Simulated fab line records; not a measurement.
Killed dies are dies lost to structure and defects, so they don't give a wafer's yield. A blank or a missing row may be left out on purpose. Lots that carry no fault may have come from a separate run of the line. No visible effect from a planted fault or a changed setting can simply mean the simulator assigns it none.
Which tool did it? -- flow n5Finfet -- route of 1938 steps, sampled at 1 step: 6 lots, 18 wafers

== WHAT THE GAUGES READ, wafer by wafer ==
N5_DUMMY_GATE_INSPECT_27: inspects for defects (brightfield).
lot,measured,on,rawDefectCount
L925,day 3 05:10,defectInspect-02,296 177 263
L927,day 3 16:50,defectInspect-02,316 456 260
L930,day 4 10:37,defectInspect-02,303 232 295
L939,day 6 18:30,defectInspect-01,261 403 361
L942,day 7 13:04,defectInspect-02,411 440 370
L947,day 8 17:05,defectInspect-01,492 323 586

== TOOL THAT RAN EACH LOT (tool first, then ch and the chambers of the sampled wafers, then the start) ==
Before these readings, the record contains no process step.

== THE ANSWER, worked out from the rows above alone ==
Rule: the usual values come from the lots themselves. Put in order of their means at a reading, lots are off if they are a third of the lots or fewer, leave a main group of 4 or more, and stand apart from it by a gap of 3 or more times the standard deviation of the main group's means; of several such gaps the widest counts. A main group is skipped when, at the precision printed for the reading in the tables above, its means are all equal. Also off: a lot with no number at a reading for which 4 or more lots have one. The other lots that the step has rows for count as sound.
No lot is off on any of the readings shown, so nothing can be concluded from this.

== WHAT THE SIMULATOR HAD INSERTED ==
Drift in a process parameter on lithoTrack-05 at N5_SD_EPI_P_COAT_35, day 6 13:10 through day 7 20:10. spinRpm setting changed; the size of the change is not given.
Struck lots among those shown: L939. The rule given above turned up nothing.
